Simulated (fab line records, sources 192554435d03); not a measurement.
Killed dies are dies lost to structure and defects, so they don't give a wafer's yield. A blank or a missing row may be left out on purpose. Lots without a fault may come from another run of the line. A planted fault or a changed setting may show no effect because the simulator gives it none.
A struck lot beside a sound one | flow n5_finfet | 17 steps out of a route of 1938
Sound: wafers L824.2, L824.4, L824.6. Struck: wafer L829.6. (L829.1, L829.5 of the same lot were not struck and are left out.) The cause comes at the end.
At each step with rows: each side's tool, then ch and its chambers, then its first start. Under that, the readings that differ: sound wafers | struck wafers | difference of the means | sigmas: that difference in standard deviations of wafers without a fault.
alike: readings whose means differ by less than 2 such deviations, and words and numbers that are the same on both sides. not compared: withheld readings, readings that some wafer has no value for, bounds like >300 that may hide the same value, and numbers for which the record gives no deviation and whose values overlap.
The two part at a step that has a row with sigmas, a row that says differs or no value, or rows on one side only. Numbers that don't overlap but have no deviation are shown without sigmas and don't part them. A reading that every wafer of one side lacks parts them only if that side has two wafers or more.

first, 6 steps without rows for these wafers: N5_BEOL_M8_COAT_22 (resist thk 30 nm); N5_BEOL_M8_EBR_24; N5_BEOL_M8_SOFTBAKE_23 (time 60 s); N5_BEOL_M8_EXPOSE_25 (exposes mask V7, target cd 40 nm); N5_BEOL_M8_PEB_26 (peb time 60 s); N5_BEOL_M8_DEVELOP_27 (develop time 30 s).
N5_BEOL_M8_CD_MEAS_28: target cd 40 nm.
  sound on cd_sem-02 ch 0, day 11 21:44; struck on cd_sem-01 ch 0, day 13 01:05
  alike: cd_nm
N5_BEOL_M8_OVL_MEAS_29:
  sound on overlay-01 ch 0, day 11 21:46; struck on overlay-02 ch 0, day 13 01:07
  alike: V7_OVL
N5_BEOL_M8_INSPECT_30: inspects for defects (brightfield).
  sound on defect_inspect-01, day 11 21:49; struck on defect_inspect-01, day 13 01:10
  alike: raw_defect_count
N5_BEOL_M8_DESCUM_33: chemistry O2, time 7 s.
  sound on rie_diel-01 ch 0,1, day 11 21:55; struck on rie_diel-04 ch 0, day 13 01:12
  alike: drypump_motor_current_A, oes_product_au, rf_vpp_V, showerhead_plenum_p_Torr, throttle_valve_pct
  not compared: rf_hours_counter_h
N5_BEOL_M8_ETCH_72: etches underlayer in N2/H2, target depth 6.5 nm, time 5.2 s.
  sound on rie_diel-01 ch 0,1, day 11 21:56; struck on rie_diel-04 ch 0, day 13 01:14
  alike: drypump_motor_current_A, etch_rf_on_time_s, n2_flow_sccm, oes_product_au, rf_fwd_power_W, rf_vpp_V, showerhead_plenum_p_Torr, throttle_valve_pct
  not compared: rf_hours_counter_h
N5_BEOL_M8_ETCH_65: etches SiARC in CF4, target depth 15.6 nm, time 26 s.
  sound on rie_diel-01 ch 0,1, day 11 21:58; struck on rie_diel-04 ch 0, day 13 01:15
  alike: cf4_flow_sccm, drypump_motor_current_A, etch_rf_on_time_s, oes_product_au, rf_fwd_power_W, rf_vpp_V, showerhead_plenum_p_Torr, throttle_valve_pct
  not compared: rf_hours_counter_h
N5_BEOL_M8_ETCH_66: etches SOC in N2/H2, target depth 80 nm, overetch 16 nm, time 120 s.
  sound on rie_diel-01 ch 0,1, day 11 21:59; struck on rie_diel-04 ch 0, day 13 01:17
  reading                                    | sound             | struck | difference | sigmas
  rf_fwd_power_W (W)                         | 834.7 840.8 835.0 | 1037.8 | +201.0     | +74
  rf_vpp_V (V)                               | 522.0 524.2 521.5 | 489.5  | -33.1      | -18
  model.SiARC_of_BEOL_M8_COAT_64.thk_nm (nm) | 6.4 6.4 6.4       | 5.6    | -0.8       |
  model.BEOL_M8.cd_nm (nm)                   | 39.8 39.8 39.6    | 40.4   | +0.7       |
  alike: drypump_motor_current_A, n2_flow_sccm, oes_product_au, showerhead_plenum_p_Torr, throttle_valve_pct
  not compared: rf_hours_counter_h
then, 2 steps without rows for these wafers: N5_BEOL_M8_STRIP_69 (strips in N2/H2); N5_BEOL_M8_STRIP_73 (strips in N2/H2).
N5_BEOL_M8_VIA_ETCH_34: etches SiCOH lowk in C4F6/O2, target depth 125.5 nm, time 50.5 s.
  sound on rie_diel-01 ch 0,1, day 11 22:05; struck on rie_diel-04 ch 0, day 13 01:23
  reading                  | sound          | struck | difference | sigmas
  model.BEOL_M8.cd_nm (nm) | 39.8 39.8 39.8 | 40.4   | +0.6       |
  alike: drypump_motor_current_A, oes_product_au, rf_fwd_power_W, rf_vpp_V, showerhead_plenum_p_Torr, throttle_valve_pct
  not compared: rf_hours_counter_h
then, 1 step without rows for these wafers: N5_BEOL_M8_STRIP_76 (strips in C4F6/O2).

WHERE THEY PART
Only at N5_BEOL_M8_ETCH_66, within this record. Later steps at which nothing parts them and some readings are alike: N5_BEOL_M8_VIA_ETCH_34.

WHY: what the simulator had put in
Process parameter drift: rie_diel-04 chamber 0, from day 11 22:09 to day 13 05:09, at N5_BEOL_M8_ETCH_66. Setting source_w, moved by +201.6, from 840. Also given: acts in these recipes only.
